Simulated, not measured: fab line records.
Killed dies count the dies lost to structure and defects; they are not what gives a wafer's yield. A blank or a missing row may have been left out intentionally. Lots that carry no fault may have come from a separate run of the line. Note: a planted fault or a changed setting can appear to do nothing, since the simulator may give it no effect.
A struck lot beside a sound one -- flow nand_harc -- 38 out of 1159 route steps
Sound: the wafers L796.1, L796.2, L796.3. The struck wafers were L802.2, L802.4, L802.6. Last of all comes the cause.
At each step with rows: each side's tool, then ch and its chambers, then its first start. Under that, the readings that differ: sound wafers -- struck wafers -- difference of the means -- sigmas: that difference in standard deviations of wafers without a fault.
alike: same words and numbers on both sides, and readings whose means sit less than 2 such deviations apart. not compared: any withheld reading, any reading some wafer has no value for, any bound like >300 that may hide the same value, and any number with overlapping values for which the record gives no deviation.
A row with sigmas, a row that says differs or no value, or rows on one side alone: a step with any of these is where the two part. Numbers that have no deviation but don't overlap get no sigmas and don't part them. A reading missing from all wafers of one side parts the sides only when that side holds two or more wafers.

first, 2 steps without rows for these wafers: NHARC_P_BONDPAD_HARDBAKE_10 (time 65 s); NHARC_P_BONDPAD_DESCUM_11 (chemistry O2, time 3 s).
NHARC_P_BONDPAD_ETCH_37: etches the open film in N2/H2, target depth 60 nm, overetch 18 nm, time 65.91 s.
  sound on rie_diel-13 ch 1,2,3, day 7 15:19; struck on rie_diel-13 ch 0,1,3, day 9 17:42
  alike: drypump_motor_current_A, oes_product_au, rf_vpp_V, showerhead_plenum_p_Torr, throttle_valve_pct
  not compared: rf_hours_counter_h
NHARC_P_BONDPAD_ETCH_12: etches the open film in CHF3/O2, target depth 200 nm, time 100 s.
  sound: rie_diel-13 ch 0,1,3; struck: rie_diel-13 ch 0,3
  alike: drypump_motor_current_A, oes_product_au, rf_vpp_V, showerhead_plenum_p_Torr, throttle_valve_pct
  not compared: rf_hours_counter_h
NHARC_P_BONDPAD_CD_MEAS_13:
  struck on cd_sem-03, day 9 17:56; sound on cd_sem-03, day 7 15:32
  alike: cd_nm
NHARC_P_BONDPAD_STRIP_15: strips in O2.
  sound on rie_diel-13 ch 0,1,2, day 7 15:38; struck on rie_diel-05 ch 0,1,2, day 9 18:02
  alike: drypump_motor_current_A, oes_product_au, rf_vpp_V, showerhead_plenum_p_Torr, throttle_valve_pct
  not compared: rf_hours_counter_h
then, 4 steps without rows for these wafers: NHARC_P_BONDPAD_ETCH_24 (etches the open film in CF4/N2, target depth 30 nm, time 72.99 s); NHARC_P_BONDPAD_STRIP_16 (strips in post etch residue remover, time 600 s); NHARC_P_BONDPAD_DEGAS_25 (time 60 s); NHARC_P_BONDPAD_PRE_CLEAN_26 (time 30 s).
NHARC_P_BONDPAD_PVD_17: deposits TaN, target thk 5 nm, time 8.06 s.
  sound on pvd_sputter-03; struck on pvd_sputter-03
  alike: cathode_dc_power_W, substrate_temp_c, throttle_valve_pct
then, 1 step without rows for these wafers: NHARC_P_BONDPAD_PVD_27 (deposits Cu, target thk 30 nm, time 20.49 s).
NHARC_P_BONDPAD_ECD_18: material Cu, target thk 400 nm.
  sound on ecd_cu-01 ch 0,1, day 7 16:32; struck on ecd_cu-02 ch 0,1, day 9 18:56
reading,sound,struck,difference,sigmas
bath_heat_duty_pct (%),6.3 5.2 6.4,7.5 7.3 7.2,+1.4,+2
then, 2 steps without rows for these wafers: NHARC_P_BONDPAD_ANNEAL_28 (time 90 s); NHARC_P_BONDPAD_CMP_19 (polishes, t overpolish 30 s, cu recess touch 16 s, target thk 160.81 nm).
NHARC_P_BONDPAD_THK_MEAS_20: measures by xrf.
  struck on film_metro-02, day 9 19:59; sound on film_metro-02, day 7 17:46
  alike: thk_nm
then, 1 step without rows for these wafers: NHARC_P_BONDPAD_SRD_21 (time 30 s, dry time 20 s).
NHARC_P_BONDPAD_ACTIVATE_29: chemistry N2, time 60 s.
  sound on rie_diel-13 ch 1,2,3, day 7 18:03; struck on rie_diel-05 ch 1,3, day 9 20:16
  alike: drypump_motor_current_A, oes_product_au, rf_vpp_V, showerhead_plenum_p_Torr
  not compared: rf_hours_counter_h
then, 13 steps without rows for these wafers: NHARC_P_BONDPAD_PRECLEAN_30 (cleans in DIW, time 300 s); NHARC_P_BONDPAD_SRD_31 (time 30 s, dry time 20 s); NHARC_A_ZERO_WELL_PRECLEAN_00 (cleans in SPM, time 600 s); NHARC_A_ZERO_WELL_SRD_01; NHARC_A_ZERO_WELL_DEHYDRATE_02 (time 120 s); NHARC_A_ZERO_WELL_HMDS_03 (time 30 s); NHARC_A_ZERO_WELL_COAT_18 (time 65 s); NHARC_A_ZERO_WELL_COAT_04 (resist thk 600 nm); NHARC_A_ZERO_WELL_SOFTBAKE_05 (time 70 s); NHARC_A_ZERO_WELL_EBR_06; NHARC_A_ZERO_WELL_EXPOSE_07 (exposes mask A ZERO); NHARC_A_ZERO_WELL_PEB_08 (peb time 80 s); NHARC_A_ZERO_WELL_DEVELOP_09 (time 50 s).
NHARC_A_ZERO_WELL_CD_MEAS_10: the cd target is 2000 nm.
  sound on cd_sem-03 ch 0, day 7 19:10; struck on cd_sem-02 ch 0, day 9 21:31
  alike: cd_nm
then, 5 steps without rows for these wafers: NHARC_A_ZERO_WELL_HARDBAKE_11 (time 65 s); NHARC_A_ZERO_WELL_DESCUM_12 (chemistry O2, time 3 s); NHARC_A_ZERO_WELL_ETCH_19 (etches the open film in N2/H2, target depth 80 nm, overetch 24 nm, time 87.88 s); NHARC_A_ZERO_WELL_ETCH_13 (etches the open film in HBr/Cl2, target depth 120 nm, time 40.1 s); NHARC_A_ZERO_WELL_STRIP_14 (strips in SPM, time 900 s).
-- jump in the record: it breaks off in module A_ZERO_WELL and resumes in module END (first step shown: number 1159 of the route), and 12 days separate the struck wafers' starts before and after --
NHARC_END_SORT_01:
  sound on prober-01 ch 0, day 20 07:31; struck on prober-02 ch 0, day 22 04:45
reading,sound,struck,difference,sigmas
defect_limited_yield (%),95.3 96.6 94.7,26.6 31.5 32.9,-65.2,-43
killed_at_periphery,4 1 3,483 447 435,+452,+99 or more
killed_dies,32 23 36,497 464 454,+441,+44
sort_bin_2_pct (%),1.3 0.9 1.0,29.0 27.2 23.9,+25.6,+40
sort_bin_3_pct (%),0.30 0.30 0.15,4.87 6.79 6.06,+5.66,+24
sort_bin_4_pct (%),3.1 2.2 4.1,39.6 34.6 37.1,+34.0,+36
sort_n_pass,645 654 641,180 213 223,-441,-44
sort_rim_yield_pct (%),99.1 99.1 93.4,28.3 35.8 39.6,-62.6,-24
sort_yield_pct (%),95.3 96.6 94.7,26.6 31.5 32.9,-65.2,-43
  alike: killed_at_array, killed_at_other, killed_open, killed_short

== WHERE THEY PART ==
Earliest at NHARC_P_BONDPAD_ECD_18; latest, in this record, at NHARC_END_SORT_01.

WHY: what the simulator had put in
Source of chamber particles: ecd_cu-02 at NHARC_P_BONDPAD_ECD_18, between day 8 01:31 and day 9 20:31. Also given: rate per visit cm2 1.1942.
